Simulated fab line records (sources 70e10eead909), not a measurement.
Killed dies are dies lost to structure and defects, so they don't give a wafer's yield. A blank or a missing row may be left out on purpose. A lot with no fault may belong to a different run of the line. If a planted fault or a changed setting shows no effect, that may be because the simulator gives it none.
Chamber matching -- flow nand-harc -- rie-diel-11 running NHARC_P_M1_ETCH_35: 4 sister chambers
The step etches the open film in N2/H2, target depth 40 nm, overetch 12 nm, time 43.94 s. 8 wafers are shown with their chamber, then 7 later ones without.

== WAFERS WITH THEIR CHAMBER ==
wafer,chamber,showerhead-plenum-p-Torr (Torr),rf-vpp-V (V)
L226.2,0,2.09,431.1
L226.6,1,1.91,428.4
L229.5,2,2.06,431.5
L230.1,1,1.90,426.3
L230.2,3,1.99,429.7
L230.3,0,2.09,432.0
L238.1,3,1.99,428.7
L238.4,2,2.05,431.4

== WAFERS WHOSE CHAMBER IS MISSING ==
wafer,showerhead-plenum-p-Torr (Torr),rf-vpp-V (V)
L238.5,2.05,431.9
L239.2,2.05,430.8
L239.4,1.90,427.7
L239.5,1.90,427.7
L242.1,2.09,430.9
L242.2,1.99,430.7
L242.3,1.90,427.5

== THE CHAMBER EACH PASSED THROUGH ==
wafer,from the rows above,in truth
L238.5,2,2
L239.2,2,2
L239.4,1,1
L239.5,1,1
L242.1,0,0
L242.2,3,3
L242.3,1,1
7 of 7 placed correctly. Number that these rows cannot place: 0. Placed wrongly: 0.
How it was worked out, from the rows above alone: a wafer's distance from a chamber is the root of the sum, over the readings, of the square of ((its reading less the chamber's mean) divided by the reading's scatter). The wafer belongs to the nearest chamber; if the next one is less than 2 further off, it can't be placed. The mean given for a chamber averages the wafers shown for that chamber. The scatter: the root of (the sum of the squares of (reading less its chamber's mean) over the shown wafers, divided by (wafers less chambers)).
